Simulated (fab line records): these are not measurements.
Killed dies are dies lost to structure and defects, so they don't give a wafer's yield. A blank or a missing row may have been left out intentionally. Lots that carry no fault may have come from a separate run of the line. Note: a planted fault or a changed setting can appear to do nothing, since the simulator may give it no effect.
A lot that was struck, set against a sound lot -- flow nandHarc -- 15 steps out of a route of 1302
Sound: wafers L296.1, L296.5, L296.6. Wafers L312.2, L312.3, L312.6 were the ones struck. The cause comes at the end.
Each step with rows lists, per side, the tool, then ch with its chambers, then its first start. Under that, the readings that differ: sound wafers -- struck wafers -- difference of the means -- sigmas: that difference in standard deviations of wafers without a fault.
alike: same words and numbers on both sides, and readings whose means sit less than 2 such deviations apart. not compared: any withheld reading, any reading some wafer has no value for, any bound like >300 that may hide the same value, and any number with overlapping values for which the record gives no deviation.
A row with sigmas, a row that says differs or no value, or rows on one side alone: a step with any of these is where the two part. When numbers do not overlap yet have no deviation, they are printed without sigmas and do not part them. A reading that every wafer of one side lacks parts them only if that side has two wafers or more.

NHARC_A_SGD_CUT_THK_MEAS_22: measures by ellipsometry.
  sound on filmMetro-02, day 21 13:57; struck on filmMetro-02, day 27 15:57
  alike: thkNm
then, 2 steps without rows for these wafers: NHARC_A_SGD_CUT_SRD_23; NHARC_A_SGD_CUT_ETCH_26 (etches SiO2 in dHF, target depth 45.8 nm).
NHARC_A_SGD_CUT_ETCHBACK_24: etches the open film in CH3F/O2, target depth 50 nm, time 92.857 s.
  sound on rieDiel-08 ch 0,1,2, day 21 14:13; struck on rieDiel-11 ch 0,2,3, day 27 16:12
reading,sound,struck,difference,sigmas
oesProductAu (a.u.),1.00 1.00 1.01,0.93 0.91 0.92,-0.08,-2
  alike: drypumpMotorCurrentA, rfVppV, showerheadPlenumPTorr, throttleValvePct
  not compared: rfHoursCounterH
NHARC_A_SGD_CUT_STRIP_28: strips in O2, time 20 s.
  sound: rieDiel-08 ch 1,2,3; struck: rieDiel-11 ch 0,2
  alike: drypumpMotorCurrentA, oesProductAu, rfVppV, showerheadPlenumPTorr, throttleValvePct
  not compared: rfHoursCounterH
NHARC_A_SGD_CUT_INSPECT_25:
  sound on defectInspect-01, day 21 14:25; struck on defectInspect-01, day 27 16:25
  alike: rawDefectCount
NHARC_A_SLIT_DEP_25: deposits SiO2, target thk 200 nm.
  sound on pecvd-03 ch 0,1, day 21 14:31; struck on pecvd-02 ch 0,1,2, day 27 16:29
  alike: heaterPowerW, throttleValvePct
NHARC_A_SLIT_DEP_00: deposits aC, target thk 6200 nm.
  sound on aclDep-02 ch 0, day 21 16:04; struck on aclDep-01 ch 0, day 27 17:26
  alike: throttleValvePct
NHARC_A_SLIT_DEP_23: deposits SiON, target thk 100 nm.
  sound on pecvd-03 ch 0,1,2, day 21 19:46; struck on pecvd-03 ch 0,2, day 27 20:35
  alike: heaterPowerW
then, 3 steps without rows for these wafers: NHARC_A_SLIT_DEHYDRATE_01 (time 120 s); NHARC_A_SLIT_HMDS_02 (time 30 s); NHARC_A_SLIT_COAT_03 (resist thk 90 nm).
NHARC_A_SLIT_SOFTBAKE_04: time 55 s.
  sound on lithoTrack-06 ch 0, day 21 20:00; struck on lithoTrack-06 ch 0, day 27 20:00
reading,sound,struck,difference,sigmas
heaterPowerTotalW (W),188.34 188.44 188.55,203.60 203.61 203.57,+15.15,+99 or more
  alike: exhaustPa
then, 2 steps without rows for these wafers: NHARC_A_SLIT_EBR_05; NHARC_END_SORT_01.

## WHERE THEY PART
Last at NHARC_A_SLIT_SOFTBAKE_04 as far as this record goes, first at NHARC_A_SGD_CUT_ETCHBACK_24.

WHY: whatever the simulator had introduced
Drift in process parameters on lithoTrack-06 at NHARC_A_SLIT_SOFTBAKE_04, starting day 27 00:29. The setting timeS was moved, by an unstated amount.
